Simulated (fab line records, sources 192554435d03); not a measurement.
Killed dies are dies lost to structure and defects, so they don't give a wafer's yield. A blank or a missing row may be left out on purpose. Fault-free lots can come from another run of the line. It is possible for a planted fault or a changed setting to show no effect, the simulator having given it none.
Which tool was responsible? ; flow n5 finfet ; Sampling: 11 lots, 33 wafers, 6 of 1938 route steps

WHAT EACH GAUGE READ, for each wafer
N5_BEOL_M10_THK_MEAS_53: measures by xrf. Usual: M10_THK typically reads 138.8 nm, with standard deviation 2.8.
lot;measured;on;M10_THK (nm);flag
L886;day 10 02:17;film metro-02;138.7 137.7 135.3;
L888;day 11 04:00;film metro-02;138.5 143.4 137.5;
L889;day 11 22:53;film metro-02;140.0 144.9 138.9;
L891;day 11 23:30;film metro-02;140.6 137.9 140.8;
L895;day 12 03:40;film metro-01;138.0 136.2 136.2;
L894;day 12 05:41;film metro-01;136.5 137.5 138.1;
L896;day 13 06:44;film metro-01;139.1 143.4 138.6;
L899;day 14 03:21;film metro-02;140.8 139.2 142.2;
L902;day 14 22:22;film metro-01;134.6 135.2 135.7;
L908;day 16 12:56;film metro-01;134.8 136.8 139.2;
L909;day 16 15:52;film metro-02;141.3 139.4 141.1;

N5_BEOL_M11_THK_MEAS_01. Usual: M11_ILD_THK typically reads 266 nm, with standard deviation 4.2.
lot;measured;on;M11_ILD_THK (nm);flag
L886;day 10 03:07;film metro-01;265 263 267;
L888;day 11 04:47;film metro-02;260 262 266;
L889;day 11 23:40;film metro-02;262 267 268;
L891;day 12 00:47;film metro-01;262 271 266;
L895;day 12 04:56;film metro-01;264 266 269;
L894;day 12 06:28;film metro-02;266 264 271;
L896;day 13 07:31;film metro-02;264 266 267;
L899;day 14 04:10;film metro-01;267 268 270;
L902;day 14 23:20;film metro-01;261 263 265;
L908;day 16 13:44;film metro-02;262 257 269;
L909;day 16 16:39;film metro-02;275 271 270;

N5_BEOL_M11_CD_MEAS_11 targets a cd of 64.1 nm. Usual: cd nm at 64.1 nm, with a standard deviation of 0.79.
lot;measured;on;cd nm (nm);flag
L886;day 10 06:01;cd sem-02;64.8 64.7 64.3;
L888;day 11 05:55;cd sem-02;64.7 65.5 64.5;
L889;day 12 01:54;cd sem-01;63.6 63.8 64.2;
L891;day 12 02:13;cd sem-02;63.8 63.7 63.5;
L895;day 12 07:30;cd sem-02;65.3 64.2 65.2;
L894;day 12 07:46;cd sem-02;64.7 64.8 64.6;
L896;day 13 10:30;cd sem-02;63.6 64.6 64.5;
L899;day 14 06:10;cd sem-01;65.2 64.7 64.3;
L902;day 15 00:42;cd sem-02;64.8 64.7 63.7;
L908;day 16 14:58;cd sem-03;63.3 64.5 63.5;
L909;day 16 19:02;cd sem-02;62.1 63.6 63.1;

N5_BEOL_M11_INSPECT_13: inspects for defects (brightfield). Usual: raw defect count at 400, with a standard deviation of 100.
lot;measured;on;raw defect count;flag
L886;day 10 06:05;defect inspect-02;331 298 241;
L888;day 11 05:58;defect inspect-02;371 394 282;
L889;day 12 01:57;defect inspect-01;486 382 413;
L891;day 12 02:16;defect inspect-01;480 441 425;
L895;day 12 07:34;defect inspect-01;383 455 428;
L894;day 12 07:49;defect inspect-02;417 441 388;
L896;day 13 10:33;defect inspect-02;335 397 455;
L899;day 14 06:13;defect inspect-02;276 287 289;
L902;day 15 00:46;defect inspect-02;522 880 540;
L908;day 16 15:01;defect inspect-02;365 339 403;
L909;day 16 19:05;defect inspect-01;633 483 456;

N5_BEOL_M11_INSPECT_30: inspects for defects (brightfield). Usual: raw defect count at 410, with a standard deviation of 100.
lot;measured;on;raw defect count;flag
L886;day 10 09:02;defect inspect-01;344 330 263;
L888;day 11 06:49;defect inspect-01;383 420 302;
L889;day 12 06:21;defect inspect-01;513 376 457;
L891;day 12 06:11;defect inspect-02;425 407 394;
L895;day 12 08:43;defect inspect-01;407 440 449;
L894;day 12 08:53;defect inspect-02;438 416 421;
L896;day 13 11:28;defect inspect-02;346 405 463;
L899;day 14 10:37;defect inspect-02;296 297 271;
L902;day 15 05:28;defect inspect-01;577 913 580;
L908;day 16 17:54;defect inspect-01;370 338 431;
L909;day 16 20:17;defect inspect-02;602 449 407;

EACH LOT AND THE TOOL THAT RAN IT (in order: tool; ch and the chambers of the sampled wafers; start)
lot;N5_BEOL_M11_PECVD_70
L886;pecvd-01 ch 0,1, day 10 03:08
L888;pecvd-04 ch 0,2, day 11 04:50
L889;pecvd-04 ch 0,2, day 11 23:43
L891;pecvd-04 ch 0,1,2, day 12 00:49
L895;pecvd-01 ch 0,1,2, day 12 04:58
L894;pecvd-04 ch 0,1,2, day 12 06:30
L896;pecvd-04 ch 0,2, day 13 07:34
L899;pecvd-01 ch 1,2, day 14 04:13
L902;pecvd-01 ch 0,2, day 14 23:23
L908;pecvd-02 ch 0,2, day 16 13:46
L909;pecvd-04 ch 0,1,2, day 16 16:41
- N5_BEOL_M11_PECVD_70: deposits SiO2 from TEOS/O2, target thk 20 nm, time 22.7 s.

AS READ BY THE TOOLS THEMSELVES (means over the sampled wafers that have a number; for cases with no such wafer, the mark the record gives instead)
N5_BEOL_M11_PECVD_70. Usual: heater power outer w 475 W, standard deviation 78; heater power w 757 W, standard deviation 95; showerhead plenum p Torr 8.81 Torr, standard deviation 0.055; throttle valve pct 21.4 %, standard deviation 0.67.
lot;tool;heater power outer w (W);heater power w (W);showerhead plenum p Torr (Torr);throttle valve pct (%);flag
L886;pecvd-01;541;797;8.85;21.9;
L888;pecvd-04;523;827;8.74;20.7;
L889;pecvd-04;551;861;8.76;21.0;
L891;pecvd-04;504;778;8.77;21.1;
L895;pecvd-01;487;766;8.85;21.2;
L894;pecvd-04;494;773;8.77;21.2;
L896;pecvd-04;479;777;8.76;20.8;
L899;pecvd-01;494;760;8.85;21.4;
L902;pecvd-01;431;711;8.88;21.3;
L908;pecvd-02;461;780;8.79;22.0;
L909;pecvd-04;458;731;8.77;21.2;

THE ANSWER, worked out from the rows above alone
Rule: take the mean of a lot's wafers that have a number; if it is more than 3 standard deviations from the usual mean, the lot is off. Also off: a lot with no number at a reading for which 4 or more lots have one. Any other lot the step has rows for is counted as sound. The gauges are gone through in route order, then the tools' own readings, and for those a lot's mean is taken as printed above. At the first step where some lot is off, the reading lying furthest off is the one used; lots without a number count as furthest.
Across all readings shown, no lot is off: no conclusion can be drawn from this.

WHAT HAD BEEN PUT IN BY THE SIMULATOR
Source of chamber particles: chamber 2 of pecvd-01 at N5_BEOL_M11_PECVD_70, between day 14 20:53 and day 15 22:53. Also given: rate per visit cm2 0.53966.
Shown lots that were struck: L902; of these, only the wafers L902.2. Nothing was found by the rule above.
